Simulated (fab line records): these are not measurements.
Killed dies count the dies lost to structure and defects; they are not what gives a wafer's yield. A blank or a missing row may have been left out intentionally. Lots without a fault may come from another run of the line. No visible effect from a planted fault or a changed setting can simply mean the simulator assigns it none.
Matching of chambers -- flow n5Finfet -- N5_MOL_CONTACT_COAG_ETCH_110 on rieDiel-04: 4 sister chambers
The step etches Si in CF4/O2, target depth 2.5 nm, time 8 s. 8 wafers are shown with their chamber, then 7 later ones without.

## WAFERS PAIRED WITH THEIR CHAMBERS
wafer,chamber,showerheadPlenumPTorr (Torr),drypumpMotorCurrentA (A)
L076.4,3,2.14,5.5
L077.4,0,2.22,5.8
L077.5,3,2.14,5.5
L078.3,0,2.22,5.8
L089.2,1,2.15,6.1
L089.6,2,2.29,5.6
L090.1,1,2.15,6.2
L090.3,2,2.28,5.6

## WAFERS WITH NO CHAMBER GIVEN
wafer,showerheadPlenumPTorr (Torr),drypumpMotorCurrentA (A)
L090.5,2.29,5.6
L094.4,2.14,6.1
L094.5,2.14,6.2
L094.6,2.21,5.8
L097.1,2.13,5.5
L097.4,2.21,5.8
L097.6,2.14,6.1

## EACH ONE'S CHAMBER
wafer,from the rows above,in truth
L090.5,2,2
L094.4,1,1
L094.5,1,1
L094.6,0,0
L097.1,3,3
L097.4,0,0
L097.6,1,1
Correct placement for 7 of the 7. Not placeable from these rows: 0. Number placed wrongly: 0.
How it was worked out, from the rows above alone: a wafer's distance from a chamber is the root of the sum, over the readings, of the square of ((its reading less the chamber's mean) divided by the reading's scatter). The wafer belongs to the nearest chamber; if the next one is less than 2 further off, it can't be placed. For every chamber, the mean is computed from those of its wafers that are shown. The scatter is the square root of a quotient: the sum, over the shown wafers, of each reading's squared deviation from its chamber's mean, divided by wafers minus chambers.
